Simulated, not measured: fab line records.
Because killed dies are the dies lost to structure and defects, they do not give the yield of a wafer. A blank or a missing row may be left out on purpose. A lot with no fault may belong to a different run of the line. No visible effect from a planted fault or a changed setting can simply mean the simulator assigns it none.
What tool caused it?	flow n5Finfet	13 lots, 33 wafers sampled, at 2 steps of a route of 1938

== WHAT THE GAUGES READ, wafer by wafer ==
N5_PASSIVATION_INSPECT_67: inspects for defects (macro). Usual: 2.2 for rawDefectCount, sd 1.4.
lot	measured	on	rawDefectCount	flag
L720	day 12 05:16	defectInspect-02	1 4 4	
L721	day 12 15:01	defectInspect-02	2 3	
L719	day 12 15:06	defectInspect-02	2 2	
L722	day 13 08:15	defectInspect-01	2 1 2	
L725	day 13 11:02	defectInspect-02	1 1 2	
L724	day 13 15:10	defectInspect-02	4 3 0	
L726	day 13 19:14	defectInspect-01	1 2	
L727	day 14 12:02	defectInspect-01	1 1	
L730	day 15 04:52	defectInspect-01	3 2	
L732	day 15 12:59	defectInspect-01	0 0 3	
L736	day 16 11:36	defectInspect-02	1 1 1	
L738	day 17 01:52	defectInspect-02	1 1 4	
L741	day 18 06:12	defectInspect-01	3 1	

== EACH LOT AND THE TOOL THAT RAN IT (in order: tool; ch and the chambers of the sampled wafers; start) ==
lot	N5_PASSIVATION_DEGAS_18
L720	pvdSputter-02, day 12 02:43
L721	pvdSputter-03, day 12 11:50
L719	pvdSputter-02, day 12 12:17
L722	pvdSputter-02, day 13 05:34
L725	pvdSputter-03, day 13 08:16
L724	pvdSputter-01, day 13 11:57
L726	pvdSputter-02, day 13 16:47
L727	pvdSputter-03, day 14 08:46
L730	pvdSputter-02, day 15 01:11
L732	pvdSputter-01, day 15 09:25
L736	pvdSputter-03, day 16 08:56
L738	pvdSputter-03, day 16 22:31
L741	pvdSputter-01, day 18 03:46
- N5_PASSIVATION_DEGAS_18: time 60 s.

== WHAT THE TOOLS THEMSELVES READ (means of the sampled wafers that have a number; where no wafer has one, the mark that the record gives instead) ==
N5_PASSIVATION_DEGAS_18. Usual: 458 W for heaterPowerW, sd 48.
lot	tool	heaterPowerW (W)	flag
L720	pvdSputter-02	395	
L721	pvdSputter-03	504	
L719	pvdSputter-02	440	
L722	pvdSputter-02	439	
L725	pvdSputter-03	459	
L724	pvdSputter-01	490	
L726	pvdSputter-02	466	
L727	pvdSputter-03	474	
L730	pvdSputter-02	452	
L732	pvdSputter-01	447	
L736	pvdSputter-03	490	
L738	pvdSputter-03	466	
L741	pvdSputter-01	492	

== THE ANSWER, worked out from the rows above alone ==
Rule: lot off if the mean of its wafers having a number is beyond 3 standard deviations from the usual mean. A lot without any number at a reading at which 4 lots or more have one is off too. Where the step has rows for the other lots, those lots are counted as sound. First the gauges in route order, then the tools' own readings, where a lot's mean is used as printed above. At the first step where some lot is off, the reading lying furthest off is the one used; lots without a number count as furthest.
No lot is off at any reading shown: from this, nothing can be told.

== WHAT HAD BEEN PUT IN BY THE SIMULATOR ==
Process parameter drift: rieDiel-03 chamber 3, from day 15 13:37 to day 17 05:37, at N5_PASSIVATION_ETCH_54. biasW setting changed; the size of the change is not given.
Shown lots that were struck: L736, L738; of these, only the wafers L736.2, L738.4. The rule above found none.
